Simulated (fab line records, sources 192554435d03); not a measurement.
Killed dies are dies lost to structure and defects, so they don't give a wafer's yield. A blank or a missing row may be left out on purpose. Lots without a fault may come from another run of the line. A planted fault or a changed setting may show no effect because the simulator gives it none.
Chamber matching | flow n5_finfet | N5_MOL_CONTACT_COAG_ETCH_67 on rie_diel-03: 4 sister chambers
The step etches SOC in N2/H2, target depth 60 nm, overetch 21 nm, time 101.2 s. 4 wafers are shown with their chamber, then 10 later ones without.

WAFERS WITH THEIR CHAMBER
wafer  | chamber | throttle_valve_pct (%)
L084.2 | 2       | 17.91
L085.3 | 3       | 17.88
L089.1 | 1       | 17.46
L089.2 | 0       | 17.82

WAFERS WITHOUT THEIR CHAMBER
wafer  | throttle_valve_pct (%)
L089.4 | 17.91
L092.2 | 17.49
L092.4 | 17.45
L092.6 | 17.48
L096.1 | 17.49
L096.2 | 17.48
L096.5 | 17.50
L097.2 | 17.50
L097.3 | 17.84
L097.4 | 17.50

WHICH CHAMBER EACH WENT THROUGH
wafer  | from the rows above          | in truth
L089.4 | can't be placed: 2 or 3      | 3
L092.2 | 1                            | 1
L092.4 | 1                            | 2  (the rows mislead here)
L092.6 | 1                            | 1
L096.1 | 1                            | 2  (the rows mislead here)
L096.2 | 1                            | 1
L096.5 | 1                            | 1
L097.2 | 1                            | 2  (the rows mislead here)
L097.3 | can't be placed: 0 or 3 or 2 | 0
L097.4 | 1                            | 1
Placed correctly: 5 of 10. Can't be placed from these rows: 2 (the true chamber is among the candidates in 2). Placed wrongly: 3.
How it was worked out, from the rows above alone: a wafer's distance from a chamber is the root of the sum, over the readings, of the square of ((its reading less the chamber's mean) divided by the reading's scatter). The wafer belongs to the nearest chamber; if the next one is less than 2 further off, it can't be placed. A chamber's mean is the mean of its shown wafers. The scatter: with one shown wafer a chamber, the root of the mean of the squares of how far each hidden wafer lies from its nearest shown one.
